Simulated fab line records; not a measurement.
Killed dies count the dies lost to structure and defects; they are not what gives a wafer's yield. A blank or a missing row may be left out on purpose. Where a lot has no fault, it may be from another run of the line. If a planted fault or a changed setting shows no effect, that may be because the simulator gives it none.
fab line records | flow nand-harc
record: lots: 11 wafers: 33 last-day: 24
route steps=1159 shown A_STAIRCASE@594 END@1159
lots with no fault: from the same line, run without faults
start-h: the number of hours between the record's first day and the start of the first shown wafer of the lot | wait-h: how many hours have passed since the lot's step before this one | " identical to the entry in the row above | L1.1+2: a single row standing in for several wafers | - value missing, or start not given | * or withheld: withheld | < > ~ a bound
route shown NAME@n: a module of which the file shows steps, and the number in the route of the first | usual: the fault-free wafers' mean and standard deviation | same: alike in all rows | chamber/n: place in a boat | sites: each site's reading | _std_site: the standard deviation of these | _edge_site: outer sites' mean less inner sites' | radius-mm: how far each site lies from the wafer's centre | mask NAME#n: copy n | behind: the last tool/chamber to shape the wafer | hold: what put the lot on hold/how long, in hours/how the hold closed | device: the n, p or np transistor that did not switch | end of line: tests of these same wafers at the route's end | a step given without rows: its recipe and nothing more | killed: not the wafer's yield, but the dies lost to structure and defects at the first sort | map: a wafer's dies, x killed, . not, _ none there
set.NAME: setting as actually run; set.NAME@STEP: the setting as run at that earlier step | model.NAME: the simulator's own value behind a step, which no gauge read
steps of the route over a sample of lots; a table a step, a row a wafer
services: when a tool's chamber went out of use (start-h, in hours from the record's first day, below 0 if earlier), for how many hours, and the reason
== steps ==
step: NHARC_A_STAIRCASE_TRIM_200
recipe: time-s: 211.2 o2-flow-sccm: 500 ar-flow-sccm: 0 bias-w: 0 chemistry: O2
usual: drypump-motor-current-A: 6.0/0.39 mfc-ar-sccm: 0.006/0.007 oes-product-au: 0.999/0.0097 rf-vpp-V: 57.7/0.95 showerhead-plenum-p-Torr: 3.46/0.13 throttle-valve-pct: 17.036/0.0098
columns lot.wafer tool chamber start-h wait-h drypump-motor-current-A mfc-ar-sccm oes-product-au rf-hours-counter-h rf-vpp-V showerhead-plenum-p-Torr throttle-valve-pct
L805.3 rie-diel-12 1 - - 5.9 0 0.991 14 58.3 3.37 17.029
L805.2 " 3 " " 6.5 0.017 0.988 15 57.5 3.68 17.046
L805.6 " 1 " " 5.9 0 0.987 - 55.9 3.37 17.034
L810.1 rie-diel-12 2 - - 6.3 0.010 0.996 20 58.8 3.66 17.046
L810.3 " 1 " " 5.9 0 0.976 23 59.3 3.36 17.029
L810.6 " 3 " " 6.5 0.017 0.993 - 58.8 3.68 17.018
L809.2 rie-diel-08 1 - - 5.9 0.020 1.006 54 58.7 3.42 17.030
L809.1 " 2 " " 6.5 0.003 0.992 56 58.5 3.59 17.037
L809.5 " 0 " " 6.3 0.004 0.995 - 57.8 3.34 17.051
L812.1 rie-diel-12 0 - - 5.7 0 1.003 36 57.3 3.45 17.047
L812.4 " 1 " " 5.9 0 0.978 32 59.4 3.36 17.044
L812.5 " 0 " " 5.7 0 0.998 - 58.0 3.45 17.053
L813.2 rie-diel-08 0 - - 6.3 0.004 1.000 59 57.2 3.33 17.046
L813.3 " 3 " " 5.5 0 0.989 62 57.4 3.43 17.025
L813.6 " 1 " " 5.9 0.020 1.020 - 56.5 3.42 17.028
L814.1 rie-diel-03 3 - - 5.3 0.013 1.015 25 58.0 3.45 17.042
L814.2 " 0 " " 6.5 0 1.006 26 58.5 3.31 17.030
L814.5 " 1 " " 6.0 0 1.003 - 57.2 3.39 17.044
L815.2 rie-diel-12 3 - - 6.5 0.017 1.002 41 58.4 3.67 17.036
L815.4 " 0 " " 5.7 0 0.996 40 56.3 3.45 17.039
L815.5 " 3 " " 6.5 0.017 0.991 - 59.6 3.67 17.038
L819.4 rie-diel-03 3 - - 5.3 0.013 1.004 36 56.8 3.45 17.051
L819.2 " 1 " " 6.0 0 1.002 39 57.5 3.39 17.035
L819.6 " 0 " " 6.5 0 1.011 - 56.8 3.31 17.048
L822.3 rie-diel-12 1 - - 5.9 0 0.993 55 57.1 3.35 17.028
L822.2 " 2 " " 6.3 0.010 1.002 55 58.2 3.64 17.025
L822.6 " 0 " " 5.7 0 1.005 - 57.5 3.45 17.042
L826.2 rie-diel-12 1 - - 5.9 0 0.991 66 57.6 3.34 17.054
L826.4 " 3 " " 6.5 0.017 0.997 69 58.9 3.65 17.039
L826.5 " 0 " " 5.6 0 1.011 - 57.4 3.44 17.035
L827.3 rie-diel-03 0 - - 6.5 0 1.011 57 56.9 3.30 17.044
L827.5 " 2 " " 5.5 0 1.012 - 56.1 3.33 17.027
L827.4 " 0 " " 6.5 0 1.007 - 56.5 3.30 17.026
step: NHARC_A_STAIRCASE_TRIM_202
recipe: time-s: 211.2 o2-flow-sccm: 500 ar-flow-sccm: 0 bias-w: 0 chemistry: O2
usual: drypump-motor-current-A: 6.0/0.4 mfc-ar-sccm: 0.006/0.007 oes-product-au: 1.001/0.0096 rf-vpp-V: 57.7/0.87 showerhead-plenum-p-Torr: 3.47/0.13 throttle-valve-pct: 17.036/0.0095
columns lot.wafer tool chamber start-h wait-h drypump-motor-current-A mfc-ar-sccm oes-product-au rf-hours-counter-h rf-vpp-V showerhead-plenum-p-Torr throttle-valve-pct
L805.2 rie-diel-12 0 - - 5.6 0 0.994 15 57.6 3.47 17.029
L805.3 " 1 " " 5.9 0 0.982 14 56.3 3.37 17.037
L805.6 " 3 " " 6.5 0.017 0.991 - 57.7 3.68 17.040
L810.1 rie-diel-12 3 - - 6.5 0.017 1.005 25 58.2 3.68 17.056
L810.3 " 0 " " 5.7 0 0.999 25 58.4 3.46 17.033
L810.6 " 2 " " 6.3 0.010 1.005 - 58.1 3.66 17.040
L809.2 rie-diel-08 2 - - 6.5 0.003 1.002 56 57.5 3.59 17.016
L809.1 " 0 " " 6.2 0.004 0.997 53 57.3 3.34 17.028
L809.5 " 2 " " 6.5 0.003 1.000 - 58.3 3.59 17.030
L812.4 rie-diel-12 2 - - 6.3 0.010 0.989 30 58.9 3.65 17.035
L812.1 " 3 " " 6.5 0.017 0.990 36 57.3 3.67 17.046
L812.5 " 0 " " 5.6 0 0.995 - 58.2 3.45 17.031
L813.2 rie-diel-08 1 - - 5.9 0.020 1.021 61 57.8 3.42 17.025
L813.3 " 3 " " 5.6 0 0.993 62 56.2 3.43 17.031
L813.6 " 1 " " 5.9 0.020 1.007 - 58.7 3.42 17.030
L814.2 rie-diel-03 1 - - 6.0 0 0.997 28 58.6 3.39 17.043
L814.1 " 2 " " 5.6 0 1.006 27 58.6 3.35 17.047
L814.5 " 0 " " 6.5 0 1.008 - 57.5 3.31 17.037
L815.2 rie-diel-12 1 - - 5.9 0 0.983 36 56.7 3.36 17.020
L815.4 " 0 " " 5.6 0 0.999 40 56.6 3.45 17.048
L815.5 " 2 " " 6.3 0.010 0.991 - 58.4 3.65 17.039
L819.4 rie-diel-03 0 - - 6.5 0 1.017 38 59.2 3.31 17.030
L819.2 " 1 " " 6.0 0 0.999 39 56.4 3.39 17.034
L819.6 " 3 " " 5.3 0.013 1.014 - 57.9 3.45 17.045
L822.3 rie-diel-12 2 - - 6.3 0.010 1.004 55 57.8 3.64 17.035
L822.2 " 0 " " 5.7 0 1.008 44 58.2 3.45 17.027
L822.6 " 0 " " 5.6 0 0.996 - 57.0 3.45 17.027
L826.2 rie-diel-12 0 - - 5.7 0 1.013 54 57.6 3.44 17.048
L826.4 " 2 " " 6.3 0.010 1.008 65 59.2 3.63 17.037
L826.5 " 0 " " 5.7 0 1.008 - 58.2 3.44 17.025
L827.3 rie-diel-03 0 - - 6.5 0 1.022 57 58.7 3.30 17.029
L827.5 " 2 " " 5.6 0 1.014 - 57.7 3.33 17.048
L827.4 " 3 " " 5.3 0.013 1.019 - 57.5 3.44 17.048
step: NHARC_A_STAIRCASE_TRIM_220
recipe: time-s: 211.2 o2-flow-sccm: 500 ar-flow-sccm: 0 bias-w: 0 chemistry: O2
usual: drypump-motor-current-A: 6.0/0.38 mfc-ar-sccm: 0.006/0.007 oes-product-au: 0.998/0.0092 rf-vpp-V: 57.6/0.82 showerhead-plenum-p-Torr: 3.48/0.13 throttle-valve-pct: 17.036/0.0094
columns lot.wafer tool chamber start-h wait-h drypump-motor-current-A mfc-ar-sccm oes-product-au rf-hours-counter-h rf-vpp-V showerhead-plenum-p-Torr throttle-valve-pct
L805.2 rie-diel-12 1 244.72 0.1 5.9 0 1.000 15 56.1 3.37 17.031
L805.3 " 2 " " 6.3 0.010 1.004 12 57.6 3.66 17.044
L805.6 " 0 " " 5.7 0 1.002 - 59.5 3.46 17.036
L810.1 rie-diel-03 0 269.37 0.1 6.5 0 0.996 17 57.1 3.32 17.041
L810.3 " 1 " " 6.0 0 1.003 19 57.1 3.40 17.044
L810.6 " 3 " " 5.3 0.013 1.014 - 58.3 3.46 17.022
L809.1 rie-diel-12 1 272.40 0.1 5.9 0 0.973 25 57.2 3.36 17.047
L809.2 " 0 " " 5.7 0 0.999 27 58.7 3.46 17.048
L809.5 " 1 " " 5.9 0 0.987 - 57.8 3.36 17.036
L812.4 rie-diel-12 2 298.41 0.1 6.3 0.010 0.997 32 58.9 3.65 17.030
L812.1 " 0 " " 5.7 0 0.996 37 56.7 3.45 17.034
L812.5 " 2 " " 6.3 0.010 1.000 - 57.5 3.65 17.039
L813.3 rie-diel-12 1 298.51 0.2 5.9 0 0.980 33 57.3 3.36 17.042
L813.2 " 2 " " 6.3 0.010 0.997 32 57.0 3.65 17.060
L813.6 " 1 " " 5.9 0 0.978 - 56.2 3.36 17.028
L814.2 rie-diel-12 1 305.84 0.2 5.9 0 0.999 37 57.2 3.36 17.035
L814.1 " 0 " " 5.7 0 1.000 41 57.7 3.45 17.043
L814.5 " 2 " " 6.3 0.010 0.991 - 57.8 3.65 17.031
L815.2 rie-diel-03 1 306.74 0.2 6.0 0 1.003 30 56.4 3.39 17.045
L815.4 " 2 " " 5.6 0 1.014 29 56.7 3.35 17.049
L815.5 " 0 " " 6.5 0 1.003 - 55.1 3.31 17.023
L819.4 rie-diel-08 1 331.87 0.1 5.9 0.020 0.999 8 57.2 3.41 17.036
L819.2 " 3 " " 5.6 0 0.994 10 56.9 3.42 17.045
L819.6 " 1 " " 5.9 0.020 1.002 - 56.0 3.41 17.033
L822.3 rie-diel-12 0 350.25 0.1 5.7 0 1.202 44 57.1 3.45 17.040
L822.2 " 2 " " 6.3 0.010 1.005 55 58.5 3.64 17.040
L822.6 " 0 " " 5.7 0 1.183 - 57.8 3.45 17.024
L826.2 rie-diel-03 1 372.45 0.1 6.0 0 0.989 54 58.8 3.38 17.040
L826.4 " 2 " " 5.6 0 1.010 51 58.1 3.34 17.009
L826.5 " 0 " " 6.5 0 1.004 - 56.8 3.30 17.039
L827.4 rie-diel-08 0 388.33 0.1 6.2 0.004 0.993 27 57.8 3.32 17.032
L827.3 " 2 " " 6.5 0.003 1.000 28 57.8 3.57 17.046
L827.5 " 3 " " 5.6 0 0.999 - 57.4 3.41 17.047
step: NHARC_A_STAIRCASE_ETCH_230
recipe: target-depth-a: 1000 time-s: 40.5 ion-energy-ev: 400 c4f8-flow-sccm: 20 o2-flow-sccm: 10 ar-flow-sccm: withheld rf-w: 600 bias-w: 1000 chemistry: C4F8/O2
usual: oes-product-au: 0.951/0.014 rf-vpp-V: 894/4.6
columns lot.wafer tool chamber start-h wait-h oes-product-au rf-hours-counter-h rf-vpp-V
L805.3 rie-diel-12 1 - - 0.923 15 890
L805.2 " 0 " " 0.935 16 893
L805.6 " 1 " " 0.941 - 890
L810.1 rie-diel-03 3 - - 0.952 15 895
L810.3 " 0 " " 0.950 18 888
L810.6 " 3 " " 0.952 - 893
L809.1 rie-diel-12 2 - - 0.932 23 901
L809.2 " 3 " " 0.953 27 900
L809.5 " 3 " " 0.955 - 902
L812.1 rie-diel-12 0 - - 0.951 38 894
L812.4 " 2 " " 0.945 34 901
L812.5 " 3 " " 0.946 - 900
L813.3 rie-diel-03 2 - - 0.949 26 889
L813.2 " 1 " " 0.960 27 892
L813.6 " 3 " " 0.947 - 894
L814.1 rie-diel-12 2 - - 0.955 37 902
L814.2 " 3 " " 0.956 43 901
L814.5 " 1 " " 0.949 - 889
L815.4 rie-diel-03 3 - - 0.956 28 891
L815.2 " 1 " " 0.945 31 891
L815.5 " 3 " " 0.965 - 893
L819.2 rie-diel-08 3 - - 0.941 10 892
L819.4 " 1 " " 0.950 9 890
L819.6 " 3 " " 0.938 - 891
L822.3 rie-diel-12 0 - - 0.941 44 894
L822.2 " 1 " " 0.924 56 890
L822.6 " 2 " " 0.948 - 900
L826.2 rie-diel-12 1 - - 0.968 67 889
L826.4 " 3 " " 0.948 70 900
L826.5 " 0 " " 0.977 - 893
L827.3 rie-diel-12 1 - - 0.940 0 890
L827.4 " 0 " " 0.991 0 893
L827.5 " 2 " " 0.947 - 900
step: NHARC_END_SORT_01
recipe: temp-c: 25
usual: killed-at-array: 27/9.9 killed-at-other: 0.6/0.84 killed-at-periphery: 3.7/2.5 killed-dies: 31/9.9 killed-open: 3.0/1.6 killed-short: 1.9/1.2
same: gross-dies: 677
columns lot.wafer tool chamber start-h wait-h killed-at-array killed-at-other killed-at-periphery killed-dies killed-open killed-short
L815.2 prober-01 0 503.23 2.8 35 1 7 43 5 1
L815.4 prober-01 0 504.84 3.4 38 2 4 44 6 4
L815.5 prober-01 0 505.64 3.7 35 0 4 39 6 2
L819.2 prober-02 0 528.33 2.8 17 0 9 26 5 1
L819.4 prober-02 0 529.92 3.4 21 0 4 25 3 2
L819.6 prober-02 0 531.52 4.0 29 0 7 36 4 3
killed by level:class
L815.2 A_SLIT:chamber-film-flake=17 A_STAIRCASE:chamber-film-flake=6 A_CHANNEL_HOLE_D1:chamber-film-flake=4 P_GATE:geometric-particle:open=3 P_M1:chamber-film-flake=2 A_ZERO_WELL:chamber-film-flake=2 A_CONTACT:chamber-film-flake=2 P_CONTACT:geometric-particle:open=1
L815.4 A_SLIT:chamber-film-flake=14 A_CONTACT:chamber-film-flake=6 A_CHANNEL_HOLE_D1:chamber-film-flake=5 P_M0:geometric-particle:open=2 A_CONTACT:geometric-particle:short=2 STARTING-WAFER:geometric-particle:open=2 A_STAIRCASE:chamber-film-flake=2 A_SGD_CUT:chamber-film-flake=2
L815.5 A_SLIT:chamber-film-flake=14 A_STAIRCASE:chamber-film-flake=6 A_CONTACT:chamber-film-flake=4 A_CHANNEL_HOLE_D1:chamber-film-flake=3 P_CONTACT:geometric-particle:open=2 A_M0:geometric-particle:open=2 A_M1:geometric-particle:open=2 A_CHANNEL_HOLE_D1:geometric-particle:short=1
L819.2 A_CONTACT:chamber-film-flake=6 A_CHANNEL_HOLE_D1:chamber-film-flake=5 P_ZERO_WELL:chamber-film-flake=4 P_GATE:chamber-film-flake=3 P_GATE:geometric-particle:open=1 P_CONTACT:geometric-particle:open=1 A_CHANNEL_HOLE_D1:geometric-particle:open=1 A_CHANNEL_FILL_D1:geometric-particle:short=1
L819.4 A_CONTACT:chamber-film-flake=6 A_CHANNEL_HOLE_D1:chamber-film-flake=4 A_BLC:chamber-film-flake=4 A_STAIRCASE:chamber-film-flake=3 A_M0:geometric-particle:open=2 P_ZERO_WELL:chamber-film-flake=2 P_GATE:geometric-particle:short=1 A_CHANNEL_FILL_D1:geometric-particle:short=1
L819.6 A_CONTACT:chamber-film-flake=12 A_CHANNEL_HOLE_D1:chamber-film-flake=6 A_BLC:chamber-film-flake=4 P_STI:chamber-film-flake=2 P_GATE:geometric-particle:open=1 P_CONTACT:geometric-particle:short=1 P_M0:geometric-particle:open=1 A_SGD_CUT:geometric-particle:short=1
== services ==
columns tool chamber start-h hours kind
rie-diel-12 2 227.10 3.9 repair
rie-diel-12 0 235.95 - clean
rie-diel-12 1 235.95 - clean
rie-diel-12 2 235.95 - clean
rie-diel-12 3 235.95 - clean
rie-diel-12 0 260.45 - clean
rie-diel-12 1 260.45 - clean
rie-diel-12 2 260.45 - clean
rie-diel-12 3 260.45 - clean
rie-diel-12 0 284.95 - clean
rie-diel-12 1 284.95 - clean
rie-diel-12 2 284.95 - clean
rie-diel-12 3 284.95 - clean
rie-diel-08 - 301.95 9.0 pm
rie-diel-12 0 306.04 36.1 repair
rie-diel-12 1 309.48 - clean
rie-diel-12 2 309.48 - clean
rie-diel-12 3 309.48 - clean
rie-diel-12 1 334.01 - clean
rie-diel-12 2 334.01 - clean
rie-diel-12 3 334.01 - clean
rie-diel-12 0 358.60 - clean
rie-diel-12 1 358.60 - clean
rie-diel-12 - 379.45 9.0 pm
== key ==
first-sign: step: NHARC_A_STAIRCASE_TRIM_220 reading: oes-product-au direction: up sigmas: 21 usual: 0.998 struck: 1.192
effect none on later readings
met-at NHARC_A_STAIRCASE_TRIM_220
struck-lots L822
struck-wafers L822.3,L822.6
tester-left-out L822
not-acting-at NHARC_A_STAIRCASE_TRIM_200,NHARC_A_STAIRCASE_TRIM_202,NHARC_A_STAIRCASE_ETCH_230
onset-between 305.84 350.25
fault: kind: process-parameter-drift tool: rie-diel-12 chamber: 0 onset-h: 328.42 steps: NHARC_A_STAIRCASE_TRIM_220 channel: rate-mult offset: 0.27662 shape: step end-h: 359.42
tester-left-out: of these lots the tester's yield and bins aren't shown, on N5 and GAA mostly nor the transistor test; their killed dies are dies lost to structure and defects alone, not to doping, threshold or leakage, so they don't give the yield
